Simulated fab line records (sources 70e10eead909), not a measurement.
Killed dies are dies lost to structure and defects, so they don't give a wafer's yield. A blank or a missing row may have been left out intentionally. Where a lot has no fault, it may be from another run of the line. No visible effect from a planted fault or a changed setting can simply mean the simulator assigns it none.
One fault through the eyes of 2 desks / flow nandHarc / what lay behind the numbers comes last; until then each desk has only its own

THE METROLOGY DESK
Means of the sampled wafers that have a number, per lot and without regard to the tool the lot ran on: this is what the gauges read. The brackets show how far a lot's mean lies from the usual mean; more than 4 standard deviations puts the lot out of limits, marked OUT.
Columns: A = cdNm at NHARC_THIN_TSV_CD_MEAS_12, usual 999.8 nm; B = cdNm at NHARC_THIN_TSV_CD_MEAS_37, usual 4999.4 nm
lot=L386; first seen here=day 24 02:58; A=1001.0; B=4998.3
lot=L385; first seen here=day 24 04:19; A=1000.1; B=5000.8
lot=L387; first seen here=day 24 13:56; A=999.3; B=4997.3
lot=L388; first seen here=day 24 15:16; A=999.9; B=5001.6
lot=L391; first seen here=day 26 16:43; A=999.4; B=5000.8
lot=L390; first seen here=day 26 17:45; A=1001.2; B=4999.0
lot=L393; first seen here=day 27 13:22; A=1000.5; B=5002.0
lot=L397; first seen here=day 27 20:38; A=1001.0; B=5002.8
lot=L400; first seen here=day 29 09:17; A=999.3; B=4997.7
lot=L399; first seen here=day 29 22:02; A=999.3; B=4998.4
lot=L401; first seen here=day 30 12:47; A=1001.0; B=5001.9
lot=L406; first seen here=day 32 05:00; A=1000.6; B=4998.9
lot=L407; first seen here=day 32 22:14; A=998.2; B=4997.1
lot=L408; first seen here=day 33 13:02; A=1000.2; B=5001.8
Result from this desk: across the 14 lots, nothing is out of limits.

FOR THE TOOL OWNER'S DESK: rieDiel-10
The tool's own readings at NHARC_A_BLC_ETCH_18 (etches the open film in C4F8/O2/Ar, target depth 910 nm): means of the sampled wafers that have a number, for each lot that ran on this tool. The brackets show how far a lot's mean lies from the usual mean; more than 4 standard deviations puts the lot out of limits, marked OUT.
Columns: A = oesProductAu at NHARC_A_BLC_ETCH_18, usual 0.954 a.u.; B = rfVppV at NHARC_A_BLC_ETCH_18, usual 977 V
lot=L388; first seen here=day 23 12:45; A=0.972; B=980
lot=L391; first seen here=day 25 11:16; A=0.972; B=979
lot=L390; first seen here=day 25 13:56; A=0.919; B=975
lot=L393; first seen here=day 26 10:16; A=0.965; B=980
lot=L397; first seen here=day 26 17:57; A=0.977; B=976
lot=L400; first seen here=day 28 02:21; A=0.959; B=975
lot=L399; first seen here=day 28 18:58; A=0.947; B=980
lot=L408; first seen here=day 32 11:20; A=0.943; B=980
Result from this desk: across the 8 lots, nothing is out of limits.

TAKEN TOGETHER
From the metrology desk's view, nothing was out of limits.
The desk of the tool owner found nothing out of limits.

WHAT WAS PUT IN BY THE SIMULATOR
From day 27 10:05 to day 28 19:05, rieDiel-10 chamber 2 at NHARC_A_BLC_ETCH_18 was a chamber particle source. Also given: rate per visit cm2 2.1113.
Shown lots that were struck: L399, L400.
